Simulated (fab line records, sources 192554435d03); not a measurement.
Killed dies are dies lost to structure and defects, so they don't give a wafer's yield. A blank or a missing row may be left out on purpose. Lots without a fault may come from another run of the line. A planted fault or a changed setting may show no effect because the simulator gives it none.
One fault seen from 2 desks | flow n5_finfet | each desk has only its own numbers; what lay behind them comes last

THE METROLOGY DESK
What the gauges read, lot by lot, whatever tool the lot ran on: means of the sampled wafers that have a number. A lot is out of limits, marked OUT, if its mean lies more than 4 standard deviations from the usual mean; the brackets give that distance. Of its 10 readings 7 are shown: those that lie furthest out on some lot.
Columns: A = DIBL_N at N5_BEOL_M4_RC_MEAS_101, usual 35.8 mV/V; B = DIBL_P at N5_BEOL_M4_RC_MEAS_101, usual 36.0 mV/V; C = IOFF_P at N5_BEOL_M4_RC_MEAS_101, usual 0.21 nA/um; D = ION_N at N5_BEOL_M4_RC_MEAS_101, usual 673 uA/um; E = ION_P at N5_BEOL_M4_RC_MEAS_101, usual 462 uA/um; F = SS_P at N5_BEOL_M4_RC_MEAS_101, usual 73.2 mV/dec; G = VT_P at N5_BEOL_M4_RC_MEAS_101, usual -250 mV
lot  | first seen here | A    | B    | C    | D   | E   | F    | G
L390 | day 8 23:57     | 36.7 | 38.9 | 0.29 | 683 | 473 | 73.8 | -242
L394 | day 9 15:37     | 35.9 | 36.9 | 0.22 | 680 | 465 | 73.2 | -250
L397 | day 10 08:57    | 35.6 | 36.2 | 0.20 | 682 | 466 | 72.9 | -250
L402 | day 11 09:40    | 36.9 | 37.2 | 0.23 | 681 | 467 | 73.5 | -247
L401 | day 11 11:49    | 34.5 | 35.3 | 0.21 | 675 | 468 | 72.9 | -249
L408 | day 12 21:25    | 35.0 | 36.2 | 0.22 | 667 | 463 | 73.2 | -247
L409 | day 13 14:24    | 38.0 | 38.7 | 0.22 | 667 | 462 | 73.9 | -250
L410 | day 13 14:36    | 34.9 | 34.1 | 0.18 | 670 | 461 | 72.4 | -253
L411 | day 13 18:08    | 36.0 | 34.2 | 0.19 | 669 | 457 | 73.2 | -252
This desk's finding: nothing out of limits on any of the 9 lots.

THE TOOL OWNER'S DESK: rie_diel-01
The tool's own readings at N5_HKMG_FIN_ETCH_35 (etches SOC in N2/H2, target depth 215.8 nm, time 243.4 s): means of the sampled wafers that have a number, for each lot that ran on this tool. A lot is out of limits, marked OUT, if its mean lies more than 4 standard deviations from the usual mean; the brackets give that distance.
Columns: A = drypump_motor_current_A at N5_HKMG_FIN_ETCH_35, usual 5.7 A; B = oes_product_au at N5_HKMG_FIN_ETCH_35, usual 0.78 a.u.; C = rf_fwd_power_W at N5_HKMG_FIN_ETCH_35, usual 2991 W; D = rf_vpp_V at N5_HKMG_FIN_ETCH_35, usual 141.9 V; E = run_length_s at N5_HKMG_FIN_ETCH_35, usual 266.8 s; F = showerhead_plenum_p_Torr at N5_HKMG_FIN_ETCH_35, usual 2.57 Torr; G = throttle_valve_pct at N5_HKMG_FIN_ETCH_35, usual 17.87 %
lot  | first seen here | A   | B    | C    | D     | E               | F    | G
L394 | day 5 20:43     | 5.4 | 0.76 | 3001 | 141.5 | 266.1           | 2.53 | 17.97
L397 | day 6 11:38     | 5.5 | 0.78 | 2998 | 141.7 | 266.3           | 2.58 | 17.96
L408 | day 9 04:21     | 5.5 | 0.75 | -    | 141.8 | 227.0 (-85) OUT | 2.57 | 18.00
L409 | day 9 11:12     | 5.5 | 0.76 | -    | 142.0 | 227.0 (-85) OUT | 2.57 | 18.01
L410 | day 9 15:30     | 5.5 | 0.81 | -    | 142.4 | 226.5 (-86) OUT | 2.52 | 17.88
This desk's finding: out of limits on L408, L409, L410; first on L408, day 9 04:21 (run_length_s at N5_HKMG_FIN_ETCH_35). In limits: L394, L397.

PUT TOGETHER
The tool owner's desk could have raised an alarm at day 9 04:21, on L408, L409, L410.
The metrology desk saw nothing out of limits.
The metrology desk has L408, L409, L410 on record, within its limits.
Of the lots named, all ran N5_HKMG_FIN_ETCH_35 on rie_diel-01.

WHAT THE SIMULATOR HAD PUT IN
Process parameter drift: rie_diel-01, from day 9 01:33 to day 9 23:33, at N5_HKMG_FIN_ETCH_35. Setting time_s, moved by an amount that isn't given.
Lots struck among those shown: L408, L409, L410.
Hours from the fault's start to each desk's first reading out of limits: the tool owner's desk, 3.
